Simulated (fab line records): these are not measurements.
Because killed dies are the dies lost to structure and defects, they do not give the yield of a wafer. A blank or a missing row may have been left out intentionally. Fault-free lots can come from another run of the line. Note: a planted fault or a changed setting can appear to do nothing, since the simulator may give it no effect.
fab line records | flow n5-finfet
record lots=7 wafers=21
route steps=1938 shown BEOL_M14@1743 PASSIVATION@1901
start-h: hours from the record's first day to the start of the lot's first wafer shown | wait-h: hours since the lot's step before | " the same as in the row above | L1.1+2: several wafers, shown together as one row | - no value, or no start given | * or withheld: withheld | < > ~ a bound
route shown NAME@n: a module of which the file shows steps, and the number in the route of the first | usual: the fault-free wafers' mean and standard deviation | same: alike in all rows | chamber/n: place in a boat | sites: readings site by site | _std_site: the values' standard deviation | _edge_site: outer sites' mean less inner sites' | radius-mm: how far each site lies from the wafer's centre | mask NAME#n: copy n | behind: the last tool/chamber to shape the wafer | hold: reason for holding the lot/hours on hold/outcome of the hold | device: the n, p or np transistor that did not switch | end of line: the route-end tests of the same wafers | where a step has no rows: the recipe by itself | killed: the dies lost at the first sort to structure and to defects; this is not the yield of the wafer | map: shows each die of a wafer: x if killed, . if not, _ if none is there
set.NAME: the run value of the setting; set.NAME@STEP: its run value at that earlier step | model.NAME: the simulator's own value behind a step, which no gauge read
lots run with intentionally changed settings; tables by step, rows by wafer
## steps
# step N5_BEOL_M14_PEB_26
# recipe peb-temp-c=130 peb-time-s=90
# columns lot.wafer tool chamber start-h wait-h set.peb-temp-c
L078.1+2+3 litho-track-03 0 267.67 0.1 130
L083.3+4+6 litho-track-01 0 287.63 0.0 130
L081.1+4+5 litho-track-05 0 290.42 0.1 130
L082.1 litho-track-03 0 298.73 0.1 130
L082.2+3 " 0 " " 128.3
L090.1+3+6 litho-track-03 0 349.59 0.1 130
L093.1 litho-track-01 0 353.67 0.1 130
L093.4+6 " 0 " " 133.5
L095.2+5 litho-track-05 0 369.59 0.0 130
L095.3 " 0 " " 126.4
# step N5_BEOL_M14_DEVELOP_27
# recipe develop-time-s=45 rinse-liquid=diw dry=air-spin dev-temp-c=21
# step N5_BEOL_M14_HARDBAKE_32
# recipe temp-c=130 time-s=120
# step N5_BEOL_M14_CD_MEAS_28
# recipe target-cd-nm=284.4 landing-energy-ev=500 detector=se-inlens
# usual cd-nm=285.7/2.3
# columns lot.wafer tool chamber start-h wait-h set.peb-temp-c@BEOL_M14_PEB_26 cd-nm
L078.1 cd-sem-02 0 267.78 - 130 284.9
L078.2 " 0 " " 130 289.0
L078.3 " 0 " " 130 286.7
L083.3 cd-sem-01 0 287.75 - 130 282.0
L083.4 " 0 " " 130 285.8
L083.6 " 0 " " 130 285.4
L081.1 cd-sem-01 0 290.53 - 130 287.7
L081.4 " 0 " " 130 281.1
L081.5 " 0 " " 130 282.3
L082.1 cd-sem-02 0 298.84 - 130 288.4
L082.2 " 0 " " 128.3 278.2
L082.3 " 0 " " 128.3 277.7
L090.1 cd-sem-03 0 349.70 - 130 285.9
L090.3 " 0 " " 130 283.7
L090.6 " 0 " " 130 290.4
L093.1 cd-sem-01 0 353.79 - 130 288.2
L093.4 " 0 " " 133.5 297.8
L093.6 " 0 " " 133.5 301.6
L095.2 cd-sem-02 0 369.71 - 130 286.5
L095.3 " 0 " " 126.4 265.9
L095.5 " 0 " " 130 285.6
# step N5_BEOL_M14_DESCUM_33
# recipe chemistry=O2 time-s=7.9 source-power-w=50 bias-power-w=20 pressure-mtorr=20 rf-frequency-hz=2.712e+07 temp-c=40 o2-flow-sccm=225
# columns lot.wafer tool chamber start-h wait-h set.peb-temp-c@BEOL_M14_PEB_26 model.BEOL_M14.cd-nm
L078.1 rie-diel-06 2 267.87 0.0 130 284.8
L078.2 " 0 " " 130 288.8
L078.3 " 1 " " 130 286.4
L083.3 rie-diel-03 0 287.84 0.0 130 282.2
L083.4 " 3 " " 130 285.4
L083.6 " 1 " " 130 285.6
L081.1 rie-diel-03 0 290.62 0.0 130 287.8
L081.4 " 1 " " 130 281
L081.5 " 3 " " 130 282.2
L082.1 rie-diel-04 1 298.93 0.0 130 287.8
L082.2 " 3 " " 128.3 278
L082.3 " 2 " " 128.3 277.6
L090.1 rie-diel-04 3 350.53 0.8 130 285.8
L090.3 " 2 " " 130 283.8
L090.6 " 1 " " 130 290.8
L093.1 rie-diel-06 2 353.89 0.0 130 288
L093.4 " 1 " " 133.5 297.8
L093.6 " 2 " " 133.5 301.4
L095.2 rie-diel-06 0 369.80 0.0 130 286.8
L095.3 " 1 " " 126.4 266.2
L095.5 " 1 " " 130 285.4
# step N5_BEOL_M14_ETCH_67
# recipe chemistry=CF4 target=SiARC target-depth-a=1430 time-s=238.3 ion-energy-ev=80 pressure-mtorr=40 source-w=545 bias-w=36 Ar_flow_sccm=100 cf4-flow-sccm=100 ends=cleared
# columns lot.wafer tool chamber start-h wait-h set.peb-temp-c@BEOL_M14_PEB_26 model.BEOL_M14.cd-nm
L078.1 rie-diel-06 2 267.91 0.0 130 280.4
L078.2 " 0 " " 130 284.8
L078.3 " 1 " " 130 282.6
L083.3 rie-diel-03 0 287.87 0.0 130 277.8
L083.4 " 3 " " 130 279.8
L083.6 " 1 " " 130 281.6
L081.1 rie-diel-03 0 290.66 0.0 130 283.4
L081.4 " 1 " " 130 276.6
L081.5 " 3 " " 130 277
L082.1 rie-diel-04 1 298.96 0.0 130 284.2
L082.2 " 3 " " 128.3 273.6
L082.3 " 2 " " 128.3 274
L090.1 rie-diel-04 3 350.57 0.0 130 281.8
L090.3 " 2 " " 130 279.8
L090.6 " 1 " " 130 287
L093.1 rie-diel-06 2 353.93 0.0 130 283.2
L093.4 " 1 " " 133.5 293.4
L093.6 " 2 " " 133.5 297
L095.2 rie-diel-06 0 369.83 0.0 130 282.2
L095.3 " 1 " " 126.4 261.2
L095.5 " 1 " " 130 280.4
# step N5_BEOL_M14_ETCH_68
# recipe chemistry=N2/H2 target=SOC mask-material=SiARC source-w=3000 bias-w=350 temp-c=40 time-s=450 ion-energy-ev=200 pressure-mtorr=30 n2-flow-sccm=200 h2-flow-sccm=200
# columns lot.wafer tool chamber start-h wait-h set.time-s model.SiARC_of_BEOL_M14_COAT_66.thk-nm
L078.1+2 rie-diel-06 2,0 268.05 0.1 450 65.2
L078.3 " 1 " " 450 65.4
L083.3 rie-diel-03 0 288.02 0.1 450 64.6
L083.4 " 3 " " 404.3 70.4
L083.6 " 1 " " 404.3 70.2
L081.1 rie-diel-03 0 290.80 0.1 450 63.8
L081.4 " 1 " " 450 65.6
L081.5 " 3 " " 505.4 59.4
L082.1 rie-diel-04 1 299.11 0.1 368.6 74.6
L082.2 " 3 " " 368.6 73.6
L082.3 " 2 " " 368.6 73.4
L090.1 rie-diel-04 3 350.72 0.1 450 65.2
L090.3+6 " 2,1 " " 350.4 75.4
L093.1 rie-diel-06 2 354.07 0.1 491.4 60.4
L093.4 " 1 " " 491.4 60.6
L093.6 " 2 " " 491.4 60
L095.2 rie-diel-06 0 369.98 0.1 450 64.6
L095.3+5 " 1 " " 385.7 71.6
# step N5_BEOL_M14_SPUTTER_43
# recipe material=TaN target-thk-a=150 temp-c=50 bias-v=168.6 power-w=15000 chamber-pressure-pa=0.12 time-s=24.19
# columns lot.wafer tool chamber start-h wait-h set.time-s model.TaN_of_BEOL_M14_SPUTTER_43.thk-nm
L078.1 pvd-sputter-03 - 268.97 0.0 24.19 15
L078.2 " - " " 24.19 15.4
L078.3 " - " " 24.19 14.8
L083.3+6 pvd-sputter-01 - 289.68 0.0 24.19 15.2
L083.4 " - " " 25.27 16.2
L081.1+5 pvd-sputter-01 - 294.09 0.0 26.35 16.6
L081.4 " - " " 24.19 15.6
L082.1 pvd-sputter-01 - 301.71 0.0 27.05 16.6
L082.2 " - " " 24.19 15.2
L082.3 " - " " 27.05 17
L090.1+3+6 pvd-sputter-02 - 354.45 0.0 24.19 15
L093.1+6 pvd-sputter-01 - 355.49 0.0 21.06 13
L093.4 " - " " 24.19 15.4
L095.2+5 pvd-sputter-02 - 373.52 0.0 24.19 15
L095.3 " - " " 24.19 15.2
# step N5_BEOL_M14_SPUTTER_44
# recipe material=Ta target-thk-a=150 temp-c=50 bias-v=80 power-w=15000 chamber-pressure-pa=0.07 time-s=24.19
# columns lot.wafer tool chamber start-h wait-h set.power-w model.Ta_of_BEOL_M14_SPUTTER_44.thk-nm
L078.1+2 pvd-sputter-03 - 269.05 0.0 15000 15
L078.3 " - " " 15000 15.2
L083.3 pvd-sputter-01 - 289.76 0.0 15000 15.4
L083.4 " - " " 15000 15.2
L083.6 " - " " 15000 15.6
L081.1 pvd-sputter-01 - 294.17 0.0 15000 15.4
L081.4 " - " " 17620 17.8
L081.5 " - " " 17620 18
L082.1+2 pvd-sputter-01 - 301.79 0.0 17540 17.8
L082.3 " - " " 15000 15
L090.1 pvd-sputter-02 - 354.53 0.0 15000 14.8
L090.3 " - " " 12310 12.2
L090.6 " - " " 12310 12
L093.1+4+6 pvd-sputter-01 - 355.57 0.0 15000 15.2
L095.2+3 pvd-sputter-02 - 373.60 0.0 13200 13.2
L095.5 " - " " 13200 13
# step N5_PASSIVATION_EXPOSE_27
# recipe mask-id=PAD na=0.55 source-shape=conventional sigma-outer=0.8 polarization=unpolarized defocus-nm=0 dose-mj=32.3
# columns lot.wafer tool chamber start-h wait-h mask set.dose-mj
L078.1+2+3 krf-scanner-02 0 285.02 - PAD#0 32.3
L083.3+4+6 krf-scanner-01 0 305.31 - PAD#0 32.3
L081.1+4+5 krf-scanner-02 0 310.67 - PAD#0 32.3
L082.1+2+3 krf-scanner-01 0 319.08 - PAD#0 32.3
L090.1+3 krf-scanner-01 0 373.56 - PAD#0 33.06
L090.6 " 0 " " PAD#0 32.3
L093.1+4 krf-scanner-01 0 374.58 - PAD#0 31.36
L093.6 " 0 " " PAD#0 32.3
L095.2+3 krf-scanner-02 0 389.33 - PAD#0 34.5
L095.5 " 0 " " PAD#0 32.3
# step N5_PASSIVATION_PEB_28
# recipe peb-temp-c=withheld peb-time-s=*
# columns lot.wafer tool chamber start-h wait-h set.peb-time-s
L078.1+2+3 litho-track-03 0 285.07 0.1 *
L083.3+6 litho-track-01 0 305.36 0.0 *
L083.4 " 0 " " *
L081.1+4+5 litho-track-03 0 310.72 0.1 *
L082.1+3 litho-track-05 0 319.14 0.1 *
L082.2 " 0 " " *
L090.1+3+6 litho-track-03 0 373.61 0.1 *
L093.1 litho-track-01 0 374.64 0.1 *
L093.4+6 " 0 " " *
L095.2+3+5 litho-track-03 0 389.38 0.0 *
# step N5_PASSIVATION_DEVELOP_29
# recipe develop-time-s=60 rinse-liquid=diw dry=air-spin dev-temp-c=21
# step N5_PASSIVATION_HARDBAKE_31
# recipe temp-c=130 time-s=120
# step N5_PASSIVATION_CD_MEAS_30
# recipe target-cd-nm=4000 landing-energy-ev=500 detector=se-inlens polarity=opening
# usual cd-nm=3999.8/2.2
# columns lot.wafer tool chamber start-h wait-h set.dose-mj@PASSIVATION_EXPOSE_27 cd-nm
L078.1 cd-sem-01 0 285.19 - 32.3 3998.8
L078.2 " 0 " " 32.3 3999.5
L078.3 " 0 " " 32.3 4000.2
L083.3 cd-sem-03 0 305.48 - 32.3 4001.3
L083.4 " 0 " " 32.3 3998.5
L083.6 " 0 " " 32.3 3998.1
L081.1 cd-sem-01 0 310.84 - 32.3 4003.9
L081.4 " 0 " " 32.3 4006.6
L081.5 " 0 " " 32.3 4003.0
L082.1 cd-sem-01 0 319.25 - 32.3 3995.5
L082.2 " 0 " " 32.3 3996.6
L082.3 " 0 " " 32.3 3995.7
L090.1 cd-sem-02 0 373.73 - 33.06 4006.3
L090.3 " 0 " " 33.06 4008.2
L090.6 " 0 " " 32.3 4002.8
L093.1 cd-sem-01 0 374.76 - 31.36 4000.3
L093.4 " 0 " " 31.36 3997.3
L093.6 " 0 " " 32.3 4001.2
L095.2 cd-sem-03 0 389.50 - 34.5 4009.1
L095.3 " 0 " " 34.5 4011.1
L095.5 " 0 " " 32.3 3999.5
## key
split step=N5_BEOL_M14_PEB_26 setting=peb-temp-c stated=130 by=wafer
response step=N5_BEOL_M14_CD_MEAS_28 reading=cd-nm change=+6.05 per=1% r=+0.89
response step=N5_BEOL_M14_DESCUM_33 reading=model.BEOL_M14.cd-nm change=+5.98 per=1% r=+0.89
response step=N5_BEOL_M14_ETCH_67 reading=model.BEOL_M14.cd-nm change=+6.11 per=1% r=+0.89
split step=N5_BEOL_M14_ETCH_68 setting=time-s stated=450 by=wafer
response step=N5_BEOL_M14_ETCH_68 reading=model.SiARC_of_BEOL_M14_COAT_66.thk-nm change=-0.473 per=1% r=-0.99
split step=N5_BEOL_M14_SPUTTER_43 setting=time-s stated=24.19 by=wafer
response step=N5_BEOL_M14_SPUTTER_43 reading=model.TaN_of_BEOL_M14_SPUTTER_43.thk-nm change=+0.156 per=1% r=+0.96
split step=N5_BEOL_M14_SPUTTER_44 setting=power-w stated=15000 by=wafer
response step=N5_BEOL_M14_SPUTTER_44 reading=model.Ta_of_BEOL_M14_SPUTTER_44.thk-nm change=+0.153 per=1% r=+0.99
split step=N5_PASSIVATION_EXPOSE_27 setting=dose-mj stated=32.3 by=wafer
response step=N5_PASSIVATION_CD_MEAS_30 reading=cd-nm change=+1.48 per=1% r=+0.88
split step=N5_PASSIVATION_PEB_28 setting=peb-time-s stated=* by=wafer
response none clear
